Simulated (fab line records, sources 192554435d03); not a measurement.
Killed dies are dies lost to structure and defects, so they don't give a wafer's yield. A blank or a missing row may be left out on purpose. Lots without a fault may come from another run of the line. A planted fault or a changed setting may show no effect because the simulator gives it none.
Which tool did it? | flow n5_finfet | 11 lots, 33 wafers sampled, at 4 steps of a route of 1938

WHAT THE GAUGES READ, wafer by wafer
The record holds no reading of a measuring or inspecting step that can be judged against a usual standard deviation.

WHICH TOOL RAN EACH LOT (tool, then ch and the chambers of the sampled wafers, then the start)
lot  | N5_FIN_SAQP_ETCH_64             | N5_FIN_CUT_STRIP_22               | N5_STI_FIN_REVEAL_CMP_04     | N5_STI_FIN_REVEAL_DENSIFY_30
L305 | rie_si-06 ch 0,1, day 2 13:57   | rie_diel-01 ch 1,3, day 2 15:24   | cmp-04 ch 0,3, day 2 21:58   | rtp_anneal-02 ch 0, day 2 22:17
L307 | rie_si-05 ch 2,3, day 3 01:51   | rie_diel-01 ch 0,1,3, day 3 03:26 | cmp-04 ch 2,3, day 3 09:13   | rtp_anneal-02 ch 0, day 3 09:35
L309 | rie_si-05 ch 0,2, day 3 14:08   | rie_diel-01 ch 0,3, day 3 15:37   | cmp-01 ch 0,1,3, day 3 21:43 | rtp_anneal-02 ch 0, day 3 21:59
L311 | rie_si-04 ch 1,3, day 4 02:14   | rie_diel-04 ch 1,2, day 4 03:45   | cmp-03 ch 1,2, day 4 09:05   | rtp_anneal-01 ch 0, day 4 09:23
L312 | rie_si-05 ch 1,2,3, day 4 07:42 | rie_diel-01 ch 2,3, day 4 09:09   | cmp-03 ch 0,3, day 4 14:55   | rtp_anneal-02 ch 0, day 4 15:14
L313 | rie_si-06 ch 0,1,2, day 4 15:02 | rie_diel-05 ch 0,2, day 4 17:23   | cmp-04 ch 0,1, day 4 22:40   | rtp_anneal-01 ch 0, day 4 23:01
L315 | rie_si-06 ch 0,1,3, day 5 04:40 | rie_diel-05 ch 0,1,2, day 5 06:07 | cmp-04 ch 2,3, day 5 11:39   | rtp_anneal-01 ch 0, day 5 11:59
L318 | rie_si-04 ch 2,3, day 5 20:54   | rie_diel-05 ch 0,2, day 5 22:52   | cmp-04 ch 0,2,3, day 6 04:09 | rtp_anneal-02 ch 0, day 6 04:46
L324 | rie_si-05 ch 0,1,2, day 7 07:54 | rie_diel-05 ch 0,1,3, day 7 09:21 | cmp-03 ch 0,2, day 7 14:41   | rtp_anneal-01 ch 0, day 7 14:58
L325 | rie_si-05 ch 1,2,3, day 7 13:26 | rie_diel-04 ch 1,2,3, day 7 15:14 | cmp-01 ch 2,3, day 7 20:40   | rtp_anneal-01 ch 0, day 7 21:08
L326 | rie_si-05 ch 2,3, day 7 20:43   | rie_diel-05 ch 1,2,3, day 7 22:29 | cmp-01 ch 0,1,2, day 8 03:47 | rtp_anneal-02 ch 0, day 8 04:10
- N5_FIN_SAQP_ETCH_64: etches SiO2 in CF4, target depth 1.5 nm.
- N5_FIN_CUT_STRIP_22: strips in N2/H2.
- N5_STI_FIN_REVEAL_CMP_04: polishes, stops on Si3N4, t overpolish 4 s, target thk 131.83 nm.
- N5_STI_FIN_REVEAL_DENSIFY_30

WHAT THE TOOLS THEMSELVES READ (means of the sampled wafers that have a number; where no wafer has one, the mark that the record gives instead)
N5_FIN_SAQP_ETCH_64. Usual: drypump_motor_current_A 5.6 A, standard deviation 0.52; oes_product_au 0.991 a.u., standard deviation 0.019; throttle_valve_pct 21.71 %, standard deviation 0.19.
lot  | tool      | drypump_motor_current_A (A) | oes_product_au (a.u.) | throttle_valve_pct (%) | flag
L305 | rie_si-06 | 5.1                         | 0.997                 | 21.66                  |
L307 | rie_si-05 | 5.8                         | 0.989                 | 21.83                  |
L309 | rie_si-05 | 6.1                         | 0.989                 | 21.60                  |
L311 | rie_si-04 | 5.5                         | 0.999                 | 21.63                  |
L312 | rie_si-05 | 6.0                         | 0.982                 | 21.77                  |
L313 | rie_si-06 | 5.1                         | 1.006                 | 21.62                  |
L315 | rie_si-06 | 5.2                         | 1.003                 | 21.76                  |
L318 | rie_si-04 | 5.6                         | 0.973                 | 21.69                  |
L324 | rie_si-05 | 6.1                         | 0.989                 | 21.64                  |
L325 | rie_si-05 | 6.0                         | 0.972                 | 21.77                  |
L326 | rie_si-05 | 5.8                         | 0.969                 | 21.85                  |

N5_FIN_CUT_STRIP_22. Usual: bias_power_w 8.000 W, standard deviation 0.022; drypump_motor_current_A 5.8 A, standard deviation 0.39; h2_flow_sccm 299.9 sccm, standard deviation 0.96; oes_product_au 0.80 a.u., standard deviation 0.087; rf_vpp_V 54.3 V, standard deviation 2.3; showerhead_plenum_p_Torr 3.37 Torr, standard deviation 0.13; throttle_valve_pct 18.83 %, standard deviation 0.28.
lot  | tool        | bias_power_w (W) | drypump_motor_current_A (A) | h2_flow_sccm (sccm) | oes_product_au (a.u.) | rf_vpp_V (V) | showerhead_plenum_p_Torr (Torr) | throttle_valve_pct (%) | flag
L305 | rie_diel-01 | 8.004            | 6.3                         | 300.0               | 0.90                  | 52.9         | 3.33                            | 18.67                  |
L307 | rie_diel-01 | 8.009            | 6.1                         | 300.0               | 0.83                  | 54.3         | 3.38                            | 18.70                  |
L309 | rie_diel-01 | 7.970            | 6.1                         | 299.1               | 0.77                  | 53.9         | 3.44                            | 18.70                  |
L311 | rie_diel-04 | 8.014            | 5.8                         | 300.2               | 0.84                  | 53.7         | 3.44                            | 18.73                  |
L312 | rie_diel-01 | 8.011            | 5.7                         | 300.2               | 0.83                  | 52.6         | 3.34                            | 18.55                  |
L313 | rie_diel-05 | 8.007            | 5.7                         | 298.7               | 0.73                  | 54.0         | 3.44                            | 19.30                  |
L315 | rie_diel-05 | 8.006            | 5.8                         | 300.2               | 0.77                  | 54.8         | 3.37                            | 19.06                  |
L318 | rie_diel-05 | 8.008            | 5.5                         | 300.1               | 0.77                  | 53.0         | 3.43                            | 19.19                  |
L324 | rie_diel-05 | 7.999            | 6.1                         | 301.4               | 0.83                  | 54.7         | 3.38                            | 19.01                  |
L325 | rie_diel-04 | 7.986            | 5.8                         | 299.7               | 0.84                  | 56.1         | 3.43                            | 18.61                  |
L326 | rie_diel-05 | 8.004            | 5.9                         | 300.5               | 0.77                  | 53.6         | 3.37                            | 19.01                  |

N5_STI_FIN_REVEAL_CMP_04. Usual: head_pressure_psi 2.000 psi, standard deviation 0.0048; motor_current_A 7.9 A, standard deviation 0.86; overpolish_run_s 4.000 s, standard deviation 0.0094; retaining_ring_pressure_frac 1.000, standard deviation 0.0053; time_to_endpoint_s 102 s, standard deviation 4.4.
lot  | tool   | head_pressure_psi (psi) | motor_current_A (A) | overpolish_run_s (s) | retaining_ring_pressure_frac | time_to_endpoint_s (s) | flag
L305 | cmp-04 | 1.999                   | 7.0                 | 3.992                | 0.993                        | 100                    |
L307 | cmp-04 | 2.002                   | 7.2                 | 3.996                | 0.998                        | 104                    |
L309 | cmp-01 | 1.997                   | 7.5                 | 3.995                | 0.995                        | 103                    |
L311 | cmp-03 | 2.000                   | 9.2                 | 3.999                | 1.000                        | 102                    |
L312 | cmp-03 | 1.992                   | 8.6                 | 3.996                | 1.002                        | 99                     |
L313 | cmp-04 | 2.000                   | 7.8                 | 4.002                | 0.998                        | 99                     |
L315 | cmp-04 | 2.004                   | 7.1                 | 4.000                | 1.001                        | 169                    | OFF
L318 | cmp-04 | 2.001                   | 7.3                 | 4.012                | 0.999                        | 173                    | OFF
L324 | cmp-03 | 2.004                   | 8.6                 | 3.998                | 1.007                        | 94                     |
L325 | cmp-01 | 1.996                   | 7.9                 | 3.998                | 0.998                        | 101                    |
L326 | cmp-01 | 2.002                   | 7.7                 | 3.992                | 1.002                        | 102                    |

N5_STI_FIN_REVEAL_DENSIFY_30. Usual: lamp_power_pct 11.54 %, standard deviation 0.051; lamp_zone_6_pct 11.452 %, standard deviation 0.019.
lot  | tool          | lamp_power_pct (%) | lamp_zone_6_pct (%) | flag
L305 | rtp_anneal-02 | 11.56              | 11.460              |
L307 | rtp_anneal-02 | 11.53              | 11.462              |
L309 | rtp_anneal-02 | 11.55              | 11.435              |
L311 | rtp_anneal-01 | 11.53              | 11.461              |
L312 | rtp_anneal-02 | 11.56              | 11.444              |
L313 | rtp_anneal-01 | 11.53              | 11.449              |
L315 | rtp_anneal-01 | 11.54              | 11.454              |
L318 | rtp_anneal-02 | 11.55              | 11.445              |
L324 | rtp_anneal-01 | 11.55              | 11.441              |
L325 | rtp_anneal-01 | 11.52              | 11.452              |
L326 | rtp_anneal-02 | 11.53              | 11.458              |

THE ANSWER, worked out from the rows above alone
Rule: a lot is off if the mean of its wafers that have a number lies more than 3 standard deviations from the usual mean. A lot without any number at a reading at which 4 lots or more have one is off too. The other lots that the step has rows for count as sound. The gauges are gone through in route order, then the tools' own readings, and for those a lot's mean is taken as printed above. The first step at which some lot is off is used, and at that step the reading that is off furthest; a lot without a number counts as furthest.
Off: L315, L318, at N5_STI_FIN_REVEAL_CMP_04 (time_to_endpoint_s).
A tool fits if, at that step or a process step before it, it ran every lot that is off, and no sound lot after the first of them. One fits: cmp-04 at N5_STI_FIN_REVEAL_CMP_04. Its last sound lot is L313 (day 4 22:40), its first lot that is off L315 (day 5 11:39): a fault that began between those two fits.
The tool's own readings at N5_STI_FIN_REVEAL_CMP_04 bear it out: on the lots that are off they differ by more than 5 times the standard deviation of the sound lots' means. time_to_endpoint_s reads 171 s there against 100 s on the sound lots.

WHAT THE SIMULATOR HAD PUT IN
Process parameter drift: cmp-04, from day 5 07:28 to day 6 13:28, at N5_STI_FIN_REVEAL_CMP_04. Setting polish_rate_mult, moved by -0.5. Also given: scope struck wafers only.
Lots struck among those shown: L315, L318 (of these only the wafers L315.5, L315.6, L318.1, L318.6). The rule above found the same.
